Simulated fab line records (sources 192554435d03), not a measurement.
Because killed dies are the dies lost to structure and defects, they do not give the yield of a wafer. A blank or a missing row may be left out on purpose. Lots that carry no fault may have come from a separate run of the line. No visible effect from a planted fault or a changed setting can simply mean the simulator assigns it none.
Chamber matching + flow n5Finfet + N5_BEOL_M14_VIA_ETCH_16 on rieDiel-02: 3 sister chambers
The step etches SiO2 in C4F8/O2/Ar, target depth 1231.3 nm. 3 wafers are shown with their chamber, then 5 later ones without.

WAFERS PAIRED WITH THEIR CHAMBERS
| wafer  | chamber | drypumpMotorCurrentA (A) |
|--------|---------|--------------------------|
| L088.5 | 3       | 4.8                      |
| L088.6 | 1       | 5.6                      |
| L090.3 | 0       | 5.8                      |

WAFERS MISSING THEIR CHAMBER
| wafer  | drypumpMotorCurrentA (A) |
|--------|--------------------------|
| L090.5 | 5.6                      |
| L090.6 | 5.8                      |
| L091.1 | 5.8                      |
| L095.5 | 4.7                      |
| L095.6 | 5.8                      |

WHICH CHAMBER EACH ONE RAN IN
| wafer  | from the rows above | in truth |
|--------|---------------------|----------|
| L090.5 | 1                   | 1        |
| L090.6 | 0                   | 0        |
| L091.1 | 0                   | 0        |
| L095.5 | 3                   | 3        |
| L095.6 | 0                   | 0        |
5 of 5 placed correctly. Can't be placed from these rows: 0. Number placed wrongly: 0.
How it was worked out, from the rows above alone: a wafer's distance from a chamber is the root of the sum, over the readings, of the square of ((its reading less the chamber's mean) divided by the reading's scatter). The wafer belongs to the nearest chamber; if the next one is less than 2 further off, it can't be placed. A chamber's mean is the mean of its shown wafers. The scatter (one wafer shown for each chamber): square how far every hidden wafer sits from the nearest shown wafer, average those squares and take the square root.
